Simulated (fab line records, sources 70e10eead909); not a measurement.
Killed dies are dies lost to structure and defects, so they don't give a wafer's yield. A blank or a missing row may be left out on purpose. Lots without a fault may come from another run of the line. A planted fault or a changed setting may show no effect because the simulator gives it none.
Which tool did it? | flow nand_harc | 12 lots, 36 wafers sampled, at 3 steps of a route of 1302

WHAT THE GAUGES READ, wafer by wafer
NHARC_A_M0_OVL_MEAS_10: pitch 160 nm.
lot  | measured     | on         | overlay_x_nm (nm)
L075 | day 23 00:55 | overlay-02 | 1.5 1.4 2.1
L078 | day 23 13:50 | overlay-02 | -0.3 0.2 -0.1
L080 | day 25 00:31 | overlay-01 | 0.1 -0.4 0.0
L081 | day 25 12:18 | overlay-02 | -0.3 -0.6 -0.6
L084 | day 26 14:41 | overlay-02 | -1.1 -0.2 -0.8
L086 | day 27 02:16 | overlay-02 | 0.6 0.6 0.5
L088 | day 28 10:36 | overlay-01 | 0.3 -0.3 0.0
L087 | day 28 18:10 | overlay-01 | -0.8 0.1 -0.4
L090 | day 29 00:35 | overlay-01 | -0.8 -0.3 -1.0
L092 | day 30 20:50 | overlay-01 | 0.3 0.6 0.4
L095 | day 31 11:35 | overlay-01 | -1.7 -1.9 -1.5
L097 | day 32 05:10 | overlay-02 | -0.2 -1.1 -0.2

WHICH TOOL RAN EACH LOT (tool, then ch and the chambers of the sampled wafers, then the start)
lot  | NHARC_A_BLC_STRIP_29               | NHARC_A_BLC_PVD_32
L075 | rie_diel-03 ch 1,2, day 22 22:07   | pvd_sputter-01, day 23 00:55 or earlier
L078 | rie_diel-03 ch 1,2,3, day 23 10:20 | pvd_sputter-01, day 23 13:50 or earlier
L080 | rie_diel-03 ch 0,2, day 24 21:35   | pvd_sputter-01, day 25 00:31 or earlier
L081 | rie_diel-11 ch 1,2, day 25 09:22   | pvd_sputter-02, day 25 12:18 or earlier
L084 | rie_diel-03 ch 1,2,3, day 26 11:44 | pvd_sputter-02, day 26 14:41 or earlier
L086 | rie_diel-03 ch 0,2,3, day 26 23:31 | pvd_sputter-02, day 27 02:16 or earlier
L088 | rie_diel-03 ch 0,3, day 28 07:41   | pvd_sputter-03, day 28 08:23
L087 | rie_diel-03 ch 0,2,3, day 28 15:16 | pvd_sputter-01, day 28 18:10 or earlier
L090 | rie_diel-11 ch 0,2,3, day 28 21:41 | pvd_sputter-01, day 29 00:35 or earlier
L092 | rie_diel-11 ch 1,3, day 30 18:01   | pvd_sputter-02, day 30 20:50 or earlier
L095 | rie_diel-03 ch 0,3, day 31 08:50   | pvd_sputter-01, day 31 11:35 or earlier
L097 | rie_diel-11 ch 2,3, day 32 02:15   | pvd_sputter-01, day 32 05:10 or earlier
- NHARC_A_BLC_STRIP_29: strips in CF4.
- NHARC_A_BLC_PVD_32: deposits Ti, target thk 5 nm, time 17.7 s.

THE ANSWER, worked out from the rows above alone
Rule: what is usual is taken from the lots themselves. Put in order of their means at a reading, lots are off if they are a third of the lots or fewer, leave a main group of 4 or more, and stand apart from it by a gap of 3 or more times the standard deviation of the main group's means; of several such gaps the widest counts. A main group whose means are all the same, to the digits that the tables above print for the reading, isn't used. A lot without any number at a reading at which 4 lots or more have one is off too. The other lots that the step has rows for count as sound.
No lot is off at any reading shown: from this, nothing can be told.

WHAT THE SIMULATOR HAD PUT IN
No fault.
